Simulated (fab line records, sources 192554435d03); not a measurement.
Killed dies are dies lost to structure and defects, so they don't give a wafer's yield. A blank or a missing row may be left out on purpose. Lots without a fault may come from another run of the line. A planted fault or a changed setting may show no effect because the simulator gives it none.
Which tool did it? | flow n5_finfet | 24 lots, 72 wafers sampled, at 3 steps of a route of 1938

WHAT THE GAUGES READ, wafer by wafer
N5_BEOL_M4_CD_MEAS_18: pitch 36 nm, target cd 18 nm. Usual: cd_nm 18.0 nm, standard deviation 0.43.
lot  | measured     | on        | cd_nm (nm)     | flag
L074 | day 7 11:10  | cd_sem-03 | 17.5 17.7 17.5 |
L075 | day 7 15:51  | cd_sem-02 | 17.5 18.0 17.2 |
L076 | day 7 17:05  | cd_sem-03 | 18.8 17.6 18.2 |
L077 | day 8 01:50  | cd_sem-03 | 18.0 18.1 18.4 |
L079 | day 8 12:28  | cd_sem-01 | 17.6 18.4 18.0 |
L078 | day 8 19:06  | cd_sem-01 | 17.5 18.2 17.8 |
L080 | day 9 01:24  | cd_sem-03 | 19.0 17.7 18.0 |
L081 | day 9 07:37  | cd_sem-03 | 17.7 17.7 18.1 |
L082 | day 9 14:47  | cd_sem-01 | 17.9 17.9 18.1 |
L083 | day 9 22:16  | cd_sem-02 | 17.9 18.5 17.9 |
L084 | day 10 03:29 | cd_sem-02 | 18.0 18.8 17.9 |
L085 | day 10 03:37 | cd_sem-01 | 18.0 18.0 17.8 |
L086 | day 10 16:34 | cd_sem-02 | 18.4 18.1 18.4 |
L087 | day 11 10:56 | cd_sem-01 | 17.8 18.3 18.3 |
L088 | day 11 11:56 | cd_sem-03 | 17.7 17.7 17.8 |
L090 | day 12 02:04 | cd_sem-02 | 18.7 18.4 18.5 |
L089 | day 12 02:49 | cd_sem-02 | 18.6 18.7 18.1 |
L091 | day 12 06:28 | cd_sem-03 | 18.1 17.8 18.8 |
L092 | day 12 07:09 | cd_sem-01 | 17.6 18.1 18.3 |
L094 | day 12 08:56 | cd_sem-03 | 18.0 18.8 18.0 |
L093 | day 12 13:06 | cd_sem-02 | 18.9 18.2 18.4 |
L095 | day 12 16:48 | cd_sem-02 | 17.7 17.3 18.1 |
L096 | day 13 23:57 | cd_sem-01 | 18.4 18.3 18.8 |
L097 | day 14 01:50 | cd_sem-03 | 17.6 18.2 17.7 |

N5_BEOL_M4_INSPECT_30: inspects for defects (brightfield). Usual: raw_defect_count 414, standard deviation 85.
lot  | measured     | on                | raw_defect_count | flag
L074 | day 7 11:43  | defect_inspect-01 | 373 338 381      |
L075 | day 7 16:16  | defect_inspect-01 | 357 261 298      |
L076 | day 7 17:29  | defect_inspect-02 | 390 379 510      |
L077 | day 8 02:22  | defect_inspect-02 | 300 340 464      |
L079 | day 8 12:52  | defect_inspect-01 | 460 493 384      |
L078 | day 8 19:38  | defect_inspect-02 | 399 463 466      |
L080 | day 9 01:56  | defect_inspect-01 | 562 354 429      |
L081 | day 9 08:02  | defect_inspect-02 | 546 460 584      |
L082 | day 9 15:12  | defect_inspect-01 | 462 367 389      |
L083 | day 9 22:40  | defect_inspect-02 | 526 497 585      |
L084 | day 10 04:01 | defect_inspect-02 | 358 376 392      |
L085 | day 10 04:11 | defect_inspect-01 | 339 512 377      |
L086 | day 10 16:58 | defect_inspect-01 | 400 479 349      |
L087 | day 11 11:28 | defect_inspect-02 | 396 314 358      |
L088 | day 11 12:20 | defect_inspect-02 | 386 335 425      |
L090 | day 12 02:35 | defect_inspect-02 | 403 581 554      |
L089 | day 12 03:16 | defect_inspect-02 | 394 389 272      |
L091 | day 12 06:52 | defect_inspect-02 | 505 465 483      |
L092 | day 12 07:46 | defect_inspect-02 | 452 311 440      |
L094 | day 12 09:29 | defect_inspect-02 | 451 328 465      |
L093 | day 12 13:38 | defect_inspect-02 | 379 389 389      |
L095 | day 12 17:20 | defect_inspect-02 | 404 292 315      |
L096 | day 14 00:21 | defect_inspect-02 | 494 501 495      |
L097 | day 14 02:22 | defect_inspect-02 | 348 347 334      |

WHICH TOOL RAN EACH LOT (tool, then ch and the chambers of the sampled wafers, then the start)
lot  | N5_BEOL_M4_ETCH_64
L074 | rie_diel-01 ch 0,3, day 7 10:49
L075 | rie_diel-02 ch 0,2,3, day 7 15:16
L076 | rie_diel-01 ch 0,2,3, day 7 16:44
L077 | rie_diel-02 ch 0,1, day 8 01:28
L079 | rie_diel-01 ch 0,1,2, day 8 12:04
L078 | rie_diel-01 ch 1,2,3, day 8 18:38
L080 | rie_diel-01 ch 0,1,2, day 9 01:02
L081 | rie_diel-01 ch 0,1, day 9 07:16
L082 | rie_diel-01 ch 0,1,3, day 9 14:25
L083 | rie_diel-01 ch 0,1,3, day 9 21:55
L084 | rie_diel-04 ch 1,2, day 10 03:02
L085 | rie_diel-01 ch 0,1,2, day 10 03:16
L086 | rie_diel-04 ch 0,2, day 10 16:08
L087 | rie_diel-01 ch 1,3, day 11 10:34
L088 | rie_diel-04 ch 0,2,3, day 11 11:35
L090 | rie_diel-01 ch 0,1,2, day 12 01:26
L089 | rie_diel-01 ch 0,3, day 12 02:27
L091 | rie_diel-02 ch 1,2, day 12 05:53
L092 | rie_diel-01 ch 0,2, day 12 06:31
L094 | rie_diel-02 ch 0,1,2, day 12 08:22
L093 | rie_diel-01 ch 1,2, day 12 12:29
L095 | rie_diel-02 ch 0,3, day 12 16:19
L096 | rie_diel-04 ch 1,3, day 13 23:33
L097 | rie_diel-02 ch 1,2,3, day 14 01:25
- N5_BEOL_M4_ETCH_64: etches SOC in N2/H2, target depth 75 nm, overetch 22.5 nm, time 121.9 s.

WHAT THE TOOLS THEMSELVES READ (means of the sampled wafers that have a number; where no wafer has one, the mark that the record gives instead)
N5_BEOL_M4_ETCH_64. Usual: drypump_motor_current_A 5.5 A, standard deviation 0.43; oes_product_au 0.62 a.u., standard deviation 0.056; rf_vpp_V 524.6 V, standard deviation 1.9; showerhead_plenum_p_Torr 2.56 Torr, standard deviation 0.068; throttle_valve_pct 17.59 %, standard deviation 0.18.
lot  | tool        | drypump_motor_current_A (A) | oes_product_au (a.u.) | rf_vpp_V (V) | showerhead_plenum_p_Torr (Torr) | throttle_valve_pct (%) | flag
L074 | rie_diel-01 | 5.1                         | 0.59                  | 524.6        | 2.60                            | 17.56                  |
L075 | rie_diel-02 | 6.2                         | 0.65                  | 523.1        | 2.49                            | 17.64                  |
L076 | rie_diel-01 | 5.3                         | 0.61                  | 525.4        | 2.60                            | 17.59                  |
L077 | rie_diel-02 | 5.9                         | 0.67                  | 522.7        | 2.47                            | 17.68                  |
L079 | rie_diel-01 | 5.6                         | 0.64                  | 525.6        | 2.61                            | 17.51                  |
L078 | rie_diel-01 | 5.3                         | 0.65                  | 525.6        | 2.58                            | 17.47                  |
L080 | rie_diel-01 | 5.6                         | 0.64                  | 526.6        | 2.61                            | 17.53                  |
L081 | rie_diel-01 | 5.6                         | 0.64                  | 526.0        | 2.61                            | 17.41                  |
L082 | rie_diel-01 | 5.3                         | 0.61                  | 525.3        | 2.60                            | 17.49                  |
L083 | rie_diel-01 | 5.3                         | 0.60                  | 525.2        | 2.59                            | 17.50                  |
L084 | rie_diel-04 | 5.1                         | 0.64                  | 526.0        | 2.64                            | 17.71                  |
L085 | rie_diel-01 | 5.6                         | 0.63                  | 524.7        | 2.60                            | 17.54                  |
L086 | rie_diel-04 | 5.6                         | 0.66                  | 523.6        | 2.51                            | 17.64                  |
L087 | rie_diel-01 | 5.1                         | 0.61                  | 524.9        | 2.57                            | 17.47                  |
L088 | rie_diel-04 | 5.5                         | 0.66                  | 524.4        | 2.55                            | 17.68                  |
L090 | rie_diel-01 | 5.6                         | 0.61                  | 525.5        | 2.60                            | 17.57                  |
L089 | rie_diel-01 | 5.1                         | 0.56                  | 524.2        | 2.58                            | 17.62                  |
L091 | rie_diel-02 | 5.7                         | 0.61                  | 521.3        | 2.46                            | 17.47                  |
L092 | rie_diel-01 | 5.7                         | 0.57                  | 525.3        | 2.61                            | 17.71                  |
L094 | rie_diel-02 | 6.0                         | 0.62                  | 522.3        | 2.46                            | 17.58                  |
L093 | rie_diel-01 | 5.6                         | 0.64                  | 524.8        | 2.57                            | 17.57                  |
L095 | rie_diel-02 | 6.2                         | 0.61                  | 523.0        | 2.47                            | 17.89                  |
L096 | rie_diel-04 | 5.3                         | 0.66                  | 527.2        | 2.67                            | 17.70                  |
L097 | rie_diel-02 | 5.9                         | 0.58                  | 521.9        | 2.47                            | 17.63                  |

THE ANSWER, worked out from the rows above alone
Rule: a lot is off if the mean of its wafers that have a number lies more than 3 standard deviations from the usual mean. A lot without any number at a reading at which 4 lots or more have one is off too. The other lots that the step has rows for count as sound. The gauges are gone through in route order, then the tools' own readings, and for those a lot's mean is taken as printed above. The first step at which some lot is off is used, and at that step the reading that is off furthest; a lot without a number counts as furthest.
No lot is off at any reading shown: from this, nothing can be told.

WHAT THE SIMULATOR HAD PUT IN
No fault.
